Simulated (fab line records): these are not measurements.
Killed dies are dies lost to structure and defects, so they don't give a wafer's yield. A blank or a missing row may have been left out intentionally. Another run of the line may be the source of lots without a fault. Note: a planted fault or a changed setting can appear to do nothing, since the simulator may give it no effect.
Chamber matching ; flow n5Finfet ; 4 sister chambers for N5_STI_FIN_REVEAL_ALD_14 on aldSin-01
The step deposits Si3N4, target thk 3 nm. 4 wafers are shown with their chamber, then 8 later ones without.

## WAFERS WITH THEIR CHAMBER
wafer;chamber;heaterPowerW (W)
L090.2;0;770
L090.4;1;985
L090.6;3;1019
L092.1;2;918

## WAFERS WITHOUT THEIR CHAMBER
wafer;heaterPowerW (W)
L092.2;1005
L092.5;1004
L093.2;995
L093.4;779
L093.5;1031
L094.3;903
L094.4;968
L094.5;778

## CHAMBER TAKEN BY EACH
wafer;from the rows above;in truth
L092.2;can't be placed: 3 or 1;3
L092.5;can't be placed: 3 or 1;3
L093.2;can't be placed: 1 or 3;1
L093.4;0;0
L093.5;3;3
L094.3;2;2
L094.4;1;1
L094.5;0;0
5 of 8 placed correctly. Not placeable from these rows: 3 (in 3, the candidates include the true chamber). Wrongly placed: 0.
How it was worked out, from the rows above alone: a wafer's distance from a chamber is the root of the sum, over the readings, of the square of ((its reading less the chamber's mean) divided by the reading's scatter). If the next closest chamber is less than 2 further off than the closest, the wafer can't be placed; otherwise it belongs to the closest. For every chamber, the mean is computed from those of its wafers that are shown. The scatter: with one shown wafer a chamber, the root of the mean of the squares of how far each hidden wafer lies from its nearest shown one.
